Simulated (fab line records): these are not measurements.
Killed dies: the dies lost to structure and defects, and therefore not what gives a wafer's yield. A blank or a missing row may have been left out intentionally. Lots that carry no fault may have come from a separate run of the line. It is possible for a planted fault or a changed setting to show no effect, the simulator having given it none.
A struck lot beside a sound one -- flow n5 finfet -- 38 out of 1938 route steps
Sound: the wafers L344.3, L344.4, L344.5. Struck: wafer L358.6 (left out: L358.1, L358.3 of the same lot, which were not struck); the cause appears at the end.
Each step with rows lists, per side, the tool, then ch with its chambers, then its first start. Under that, the readings that differ: sound wafers -- struck wafers -- difference of the means -- sigmas: that difference in standard deviations of wafers without a fault.
alike: words and numbers the same on both sides, and readings whose means are apart by under 2 such deviations; not compared: readings that were withheld, readings missing a value for some wafer, numbers with overlapping values and no deviation given by the record, and bounds like >300 which may hide the same value.
Wherever a step has rows on one side only, a row that says differs or no value, or a row with sigmas, the two part there. Numbers that don't overlap but have no deviation are shown without sigmas and don't part them. A reading that every wafer of one side lacks parts them only if that side has two wafers or more.

first, 8 steps without rows for these wafers: N5_MOL_CONTACT_COAG_SRD_139 (time 30 s); N5_MOL_CONTACT_COAG_PRE_CLEAN_121; N5_MOL_CONTACT_COAG_CVD_140 (deposits W, target thk 66.5 nm, time 215 s); N5_MOL_CONTACT_COAG_PRECLEAN_127 (cleans in DIW, time 57.5 s); N5_MOL_CONTACT_COAG_SRD_128 (dry time 32 s); N5_MOL_CONTACT_COAG_CMP_52 (polishes, stops on SiO2, t overpolish 1.5 s, target thk 66.5 nm); N5_MOL_CONTACT_COAG_ANNEAL_112 (time 1800 s); N5_BEOL_M0_SAQP_PECVD_00 (deposits SiCN from 3MS/NH3, target thk 8 nm, time 14 s).
N5_BEOL_M0_SAQP_ILD_DEP_01: deposits SiOC from DEMS/O2, target thk 45.419 nm, time 8.7 s.
  sound on pecvd-04 ch 0,2, day 7 02:02; struck on pecvd-01 ch 2, day 10 15:01
reading,sound,struck,difference,sigmas
model.SiOC_of_BEOL_M0_SAQP_ILD_DEP_01.thk nm (nm),45.2 46 46,35.2,-10.5,
  alike: heater power w, showerhead plenum p Torr, throttle valve pct
then, 25 steps without rows for these wafers: N5_BEOL_M0_SAQP_HM_DEP_02 (deposits TiN, target thk 12 nm); N5_BEOL_M0_SAQP_PECVD_03 (deposits SiCN from 3MS/NH3, target thk 12 nm, time 21.1 s); N5_BEOL_M0_SAQP_PECVD_96 (deposits a-Si from SiH4/He, target thk 45 nm, time 45.2 s); N5_BEOL_M0_SAQP_PECVD_97 (deposits SiNx from SiH4/NH3/N2, target thk 23 nm, time 19.9 s); N5_BEOL_M0_SAQP_PECVD_04 (deposits a-Si from SiH4/He, target thk 60 nm, time 60.2 s); N5_BEOL_M0_SAQP_HM_DEP_111 (deposits SiO2 from SiH4/N2O, target thk 12 nm, time 7.2 s); N5_BEOL_M0_SAQP_COAT_81 (time 60 s, resist thk 100 nm); N5_BEOL_M0_SAQP_COAT_82 (time 60 s, resist thk 30 nm); N5_BEOL_M0_SAQP_COAT_08 (resist thk 90 nm); N5_BEOL_M0_SAQP_EBR_10; N5_BEOL_M0_SAQP_SOFTBAKE_09 (time 60 s); N5_BEOL_M0_SAQP_EXPOSE_11 (exposes mask M0 CORE, target cd 42 nm); N5_BEOL_M0_SAQP_PEB_12 (peb time 60 s); N5_BEOL_M0_SAQP_DEVELOP_13 (develop time 30 s); N5_BEOL_M0_SAQP_DESCUM_19 (chemistry O2, time 7.9 s); N5_BEOL_M0_SAQP_ETCH_83 (etches SiARC in CF4, target depth 39 nm, time 65 s); N5_BEOL_M0_SAQP_ETCH_84 (etches SOC in N2/H2, target depth 100 nm, overetch 20 nm, time 150 s); N5_BEOL_M0_SAQP_STRIP_80 (strips in N2/H2); N5_BEOL_M0_SAQP_HM_OPEN_112 (chemistry CHF3/O2, target SiO2, stops on a-Si, target depth 12 nm, time 13.5 s); N5_BEOL_M0_SAQP_STRIP_113 (strips in CHF3/O2); N5_BEOL_M0_SAQP_MANDREL_ETCH_20 (etches a-Si in HBr/Cl2, stops on SiNx, target depth 60 nm, bt time 10 s, time 30 s); N5_BEOL_M0_SAQP_STRIP_86 (strips in N2/H2); N5_BEOL_M0_SAQP_STRIP_115 (strips in post etch residue remover, time 60 s); N5_BEOL_M0_SAQP_SRD_93 (time 30 s); N5_BEOL_M0_SAQP_RECESS_114 (chemistry HF/NH3, target SiO2, target depth 14.4 nm, afs cycles 3, sublimation time 60 s).
N5_BEOL_M0_CMP_120: polishes, stops on SiOC, t overpolish 6.9 s.
  sound on cmp-02 ch 0,1, day 7 18:56; struck on cmp-03 ch 1, day 11 05:01
reading,sound,struck,difference,sigmas
edge zone pressure frac,0.995 0.998 0.991,1.005,+0.010,+2
model.SiOC_of_BEOL_M0_SAQP_ILD_DEP_01.thk nm (nm),39 39.8 39.8,29.2,-10.3,
  alike: barrier field endpoint s, motor current A, overpolish run s, time to endpoint s
N5_BEOL_M0_RS_MEAS_126: a four-point-probe measurement.
  struck on film metro-02, day 11 05:34; sound on film metro-01, day 7 19:30
reading,sound,struck,difference,sigmas
M0_RS (ohm/sq),0.546 0.531 0.532,0.771,+0.235,+12
-- the record jumps here: 3 days lie between the struck wafers' starts before and after (it left off in module BEOL_M0 and takes up again in module BEOL_M4, whose first step shown is number 1111 of the route) --
N5_BEOL_M4_RC_MEAS_101:
  sound on prober-01 ch 0, day 10 06:14; struck on prober-02 ch 0, day 14 16:29
reading,sound,struck,difference,sigmas
DIBL_P (mV/V),37.5 36.5 35.2,39.2,+2.8,+2
  alike: DIBL_N, IOFF_N, IOFF_P, ION_N, ION_P, SS_N, SS_P, VT_N, VT_P
N5_PASSIVATION_PROBE_49:
  sound wafers here have rows in the record (prober-01, day 14 10:33); struck ones have none

== WHERE THEY PART ==
At N5_BEOL_M0_CMP_120 first; at N5_PASSIVATION_PROBE_49 last (within this record only).

WHY: whatever the simulator had introduced
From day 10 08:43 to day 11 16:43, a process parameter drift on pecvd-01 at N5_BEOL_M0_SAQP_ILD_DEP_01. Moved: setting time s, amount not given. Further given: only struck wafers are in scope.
